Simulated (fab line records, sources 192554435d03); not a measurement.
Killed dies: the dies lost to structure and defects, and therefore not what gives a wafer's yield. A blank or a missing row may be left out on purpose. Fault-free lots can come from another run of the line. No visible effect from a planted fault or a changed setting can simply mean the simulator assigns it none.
Chamber matching -- flow n5Finfet -- N5_BEOL_M11_ETCH_62 on rieDiel-05: 4 sister chambers
The step etches SOC in N2/H2, target depth 110 nm, overetch 22 nm, time 165 s. 8 wafers are shown with their chamber, then 7 later ones without.

## WAFERS WITH THEIR CHAMBER
wafer,chamber,drypumpMotorCurrentA (A),throttleValvePct (%)
L074.6,1,6.2,17.40
L086.1,3,5.9,18.17
L086.4,1,6.3,17.43
L089.1,0,5.4,18.03
L089.4,2,5.4,18.08
L089.5,3,5.9,18.16
L093.1,0,5.4,18.03
L093.2,2,5.4,18.11

## WAFERS MISSING THEIR CHAMBER
wafer,drypumpMotorCurrentA (A),throttleValvePct (%)
L093.4,6.2,17.47
L094.3,5.9,18.19
L094.5,6.2,17.44
L094.6,5.4,18.10
L095.1,5.4,18.09
L095.2,5.9,18.21
L095.3,5.3,18.05

## THE CHAMBER EACH PASSED THROUGH
wafer,from the rows above,in truth
L093.4,1,1
L094.3,3,3
L094.5,1,1
L094.6,2,2
L095.1,2,2
L095.2,3,3
L095.3,can't be placed: 0 or 2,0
Correctly placed: 6 of 7. Can't be placed from these rows: 1 (the true chamber is among the candidates in 1). Number placed wrongly: 0.
How it was worked out, from the rows above alone: a wafer's distance from a chamber is the root of the sum, over the readings, of the square of ((its reading less the chamber's mean) divided by the reading's scatter). The wafer belongs to the nearest chamber; if the next one is less than 2 further off, it can't be placed. The mean given for a chamber averages the wafers shown for that chamber. The scatter is the square root of a quotient: the sum, over the shown wafers, of each reading's squared deviation from its chamber's mean, divided by wafers minus chambers.
